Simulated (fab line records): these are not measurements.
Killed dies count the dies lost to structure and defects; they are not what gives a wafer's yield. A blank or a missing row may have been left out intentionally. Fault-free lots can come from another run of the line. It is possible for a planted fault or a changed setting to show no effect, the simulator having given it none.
Which tool did it? + flow n5Finfet + 14 lots, 38 wafers sampled, at 4 steps of a route of 1938

== WHAT EACH GAUGE READ, for each wafer ==
Not one reading of a measure or inspect step in the record can be checked against a usual standard deviation.

== TOOL THAT RAN EACH LOT (tool first, then ch and the chambers of the sampled wafers, then the start) ==
| lot  | N5_BEOL_M13_PRE_CLEAN_42    | N5_BEOL_M15_DEP_53              | N5_MIM_TOP_ALD_01                          | N5_PASSIVATION_PROBE_49 |
|------|-----------------------------|---------------------------------|--------------------------------------------|-------------------------|
| L396 | pvdSputter-02, day 11 20:08 | pecvd-02 ch 1,2, day 12 16:18   | aldHk-03 ch 1,2, no start                  | -                       |
| L399 | pvdSputter-03, day 12 10:05 | pecvd-01 ch 1,2, day 13 03:08   | aldHk-03 ch 2,3, no start                  | -                       |
| L401 | pvdSputter-03, day 13 02:19 | pecvd-01 ch 0,2, day 13 17:36   | aldHk-01 ch 0,1,3, no start                | -                       |
| L400 | pvdSputter-02, day 13 02:59 | pecvd-04 ch 0,1, day 13 18:03   | aldHk-03 ch 1,3, no start                  | -                       |
| L403 | pvdSputter-03, day 13 05:11 | pecvd-01 ch 0,1,2, day 13 20:41 | aldHk-02 ch 0,2,3, no start                | -                       |
| L406 | pvdSputter-02, day 13 21:49 | pecvd-01 ch 1,2, day 14 14:26   | aldHk-01 ch 0,1,2, no start                | -                       |
| L407 | pvdSputter-02, day 14 03:38 | pecvd-01 ch 0,1, day 14 17:23   | aldHk-02 ch 1,2, day 15 07:51 or earlier   | prober-01, day 15 07:51 |
| L409 | pvdSputter-02, day 14 16:51 | pecvd-04 ch 0,1,2, day 15 06:53 | aldHk-03 ch 0,1,2, day 15 22:22 or earlier | prober-02, day 15 22:22 |
| L411 | pvdSputter-02, day 15 06:47 | pecvd-02 ch 0,1,2, day 15 19:02 | aldHk-01 ch 0,1,3, day 16 09:38 or earlier | prober-02, day 16 09:38 |
| L413 | pvdSputter-01, day 16 21:07 | pecvd-02 ch 0,1, day 17 10:41   | aldHk-01 ch 1,2, no start                  | -                       |
| L415 | pvdSputter-03, day 17 05:45 | pecvd-01 ch 1, day 18 00:14     | aldHk-03 ch 0,2, no start                  | -                       |
| L414 | pvdSputter-03, day 17 06:38 | pecvd-04 ch 0,2, day 18 00:53   | aldHk-02 ch 1,2, no start                  | -                       |
| L418 | pvdSputter-02, day 18 11:07 | pecvd-01 ch 1, day 19 00:42     | aldHk-02 ch 2,3, no start                  | -                       |
| L419 | pvdSputter-03, day 18 11:11 | pecvd-04 ch 0,2, day 19 00:55   | aldHk-03 ch 1,3, no start                  | -                       |
- N5_BEOL_M13_PRE_CLEAN_42: time 30 s.
- N5_BEOL_M15_DEP_53: deposits SiCN from 3MS/NH3, target thk 50 nm, time 17.8 s.
- N5_MIM_TOP_ALD_01: deposits HfO2, target thk 5.6 nm, pulse time 1 s, purge time 3 s.
- N5_PASSIVATION_PROBE_49

== WHAT THE TOOLS THEMSELVES READ (means of the sampled wafers that have a number; where no wafer has one, the mark that the record gives instead) ==
N5_BEOL_M13_PRE_CLEAN_42. Usual: heaterPowerW 332 W, standard deviation 31.
| lot  | tool          | heaterPowerW (W) | flag |
|------|---------------|------------------|------|
| L396 | pvdSputter-02 | 354              |      |
| L399 | pvdSputter-03 | 333              |      |
| L401 | pvdSputter-03 | 308              |      |
| L400 | pvdSputter-02 | 356              |      |
| L403 | pvdSputter-03 | 310              |      |
| L406 | pvdSputter-02 | 335              |      |
| L407 | pvdSputter-02 | 338              |      |
| L409 | pvdSputter-02 | 325              |      |
| L411 | pvdSputter-02 | 333              |      |
| L413 | pvdSputter-01 | 317              |      |
| L415 | pvdSputter-03 | 300              |      |
| L414 | pvdSputter-03 | 341              |      |
| L418 | pvdSputter-02 | 316              |      |
| L419 | pvdSputter-03 | 314              |      |

N5_BEOL_M15_DEP_53. Usual: showerheadPlenumPTorr 4.166 Torr, standard deviation 0.023; throttleValvePct 18.4 %, standard deviation 0.81.
| lot  | tool     | showerheadPlenumPTorr (Torr) | throttleValvePct (%) | flag |
|------|----------|------------------------------|----------------------|------|
| L396 | pecvd-02 | 4.173                        | 17.8                 |      |
| L399 | pecvd-01 | 4.183                        | 18.0                 |      |
| L401 | pecvd-01 | 4.142                        | 18.3                 |      |
| L400 | pecvd-04 | 4.135                        | 19.9                 |      |
| L403 | pecvd-01 | 4.160                        | 18.0                 |      |
| L406 | pecvd-01 | 4.179                        | 18.0                 |      |
| L407 | pecvd-01 | 4.163                        | 18.3                 |      |
| L409 | pecvd-04 | 4.162                        | 18.9                 |      |
| L411 | pecvd-02 | 4.169                        | 18.1                 |      |
| L413 | pecvd-02 | 4.169                        | 18.5                 |      |
| L415 | pecvd-01 | 4.181                        | 17.9                 |      |
| L414 | pecvd-04 | 4.140                        | 19.3                 |      |
| L418 | pecvd-01 | 4.175                        | 18.2                 |      |
| L419 | pecvd-04 | 4.147                        | 18.9                 |      |

N5_MIM_TOP_ALD_01. Usual: precursorPulseHeightRel 0.999, standard deviation 0.02.
| lot  | tool     | precursorPulseHeightRel | flag |
|------|----------|-------------------------|------|
| L396 | aldHk-03 | 1.007                   |      |
| L399 | aldHk-03 | 1.003                   |      |
| L401 | aldHk-01 | 1.024                   |      |
| L400 | aldHk-03 | 0.990                   |      |
| L403 | aldHk-02 | 1.010                   |      |
| L406 | aldHk-01 | 0.988                   |      |
| L407 | aldHk-02 | 1.001                   |      |
| L409 | aldHk-03 | 1.004                   |      |
| L411 | aldHk-01 | 0.980                   |      |
| L413 | aldHk-01 | 1.010                   |      |
| L415 | aldHk-03 | 0.988                   |      |
| L414 | aldHk-02 | 1.000                   |      |
| L418 | aldHk-02 | 0.982                   |      |
| L419 | aldHk-03 | 0.993                   |      |

N5_PASSIVATION_PROBE_49. Usual: defectLimitedYield 91.0 %, standard deviation 1.6; killed_at_M0_to_M3 35, standard deviation 11; killed_at_M4_up 14, standard deviation 5.3; killedAtContacts 13, standard deviation 6.7; killedAtFrontEnd 41, standard deviation 12; killedAtOther 3.9, standard deviation 2.7; killedDies 106, standard deviation 19; killedOpen 70, standard deviation 14; killedShort 35, standard deviation 8.8; sort_bin_4_leakage 0.01 %, standard deviation 0.058; sort_bin_5_function 5.3 %, standard deviation 1; sort_bin_6_memory 3.3 %, standard deviation 0.81; sortNPass 1073, standard deviation 19; sortYieldPct 91.0 %, standard deviation 1.6.
| lot  | tool      | defectLimitedYield (%) | killed_at_M0_to_M3 | killed_at_M4_up | killedAtContacts | killedAtFrontEnd | killedAtOther | killedDies | killedOpen | killedShort | sort_bin_4_leakage (%) | sort_bin_5_function (%) | sort_bin_6_memory (%) | sortNPass | sortYieldPct (%) | flag |
|------|-----------|------------------------|--------------------|-----------------|------------------|------------------|---------------|------------|------------|-------------|------------------------|-------------------------|-----------------------|-----------|------------------|------|
| L407 | prober-01 | 82.3                   | 35                 | 127             | 10               | 30               | 6.7           | 209        | 62         | 28          | 0.00                   | 11.5                    | 3.9                   | 971       | 82.3             | OFF  |
| L409 | prober-02 | 80.2                   | 40                 | 131             | 15               | 41               | 6.0           | 234        | 74         | 46          | 0.00                   | 13.4                    | 4.3                   | 946       | 80.2             | OFF  |
| L411 | prober-02 | 83.9                   | 22                 | 127             | 9                | 31               | 1.0           | 191        | 52         | 24          | 0.00                   | 10.6                    | 3.7                   | 989       | 83.9             | OFF  |

== THE ANSWER, worked out from the rows above alone ==
Rule: take the mean of a lot's wafers that have a number; if it is more than 3 standard deviations from the usual mean, the lot is off. Also off: a lot with no number at a reading for which 4 or more lots have one. Any other lot the step has rows for is counted as sound. The gauges are gone through in route order, then the tools' own readings, and for those a lot's mean is taken as printed above. The first step at which some lot is off is used, and at that step the reading that is off furthest; a lot without a number counts as furthest.
Off: L407, L409, L411, at N5_PASSIVATION_PROBE_49 (killed_at_M4_up). Neither off nor sound, because the step has no rows for them: L396, L399, L401, L400, L403, L406, L413, L415, L414, L418, L419.
If a tool, at that step or one of the process steps before it, ran each lot that is off and ran no sound lot following the first of them, it fits. N5_MIM_TOP_ALD_01 gives no start for some lots, so the hours and the order of its lots are those of N5_PASSIVATION_PROBE_49. One fits: pvdSputter-02 at N5_BEOL_M13_PRE_CLEAN_42. It ran no sound lot before its first lot that is off in this sample, so the start can't be narrowed down.

== WHAT THE SIMULATOR HAD INSERTED ==
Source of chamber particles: pvdSputter-02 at N5_BEOL_M13_PRE_CLEAN_42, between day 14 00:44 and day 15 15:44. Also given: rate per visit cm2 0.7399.
Shown lots that were struck: L407, L409, L411. The rule given above showed the same thing.
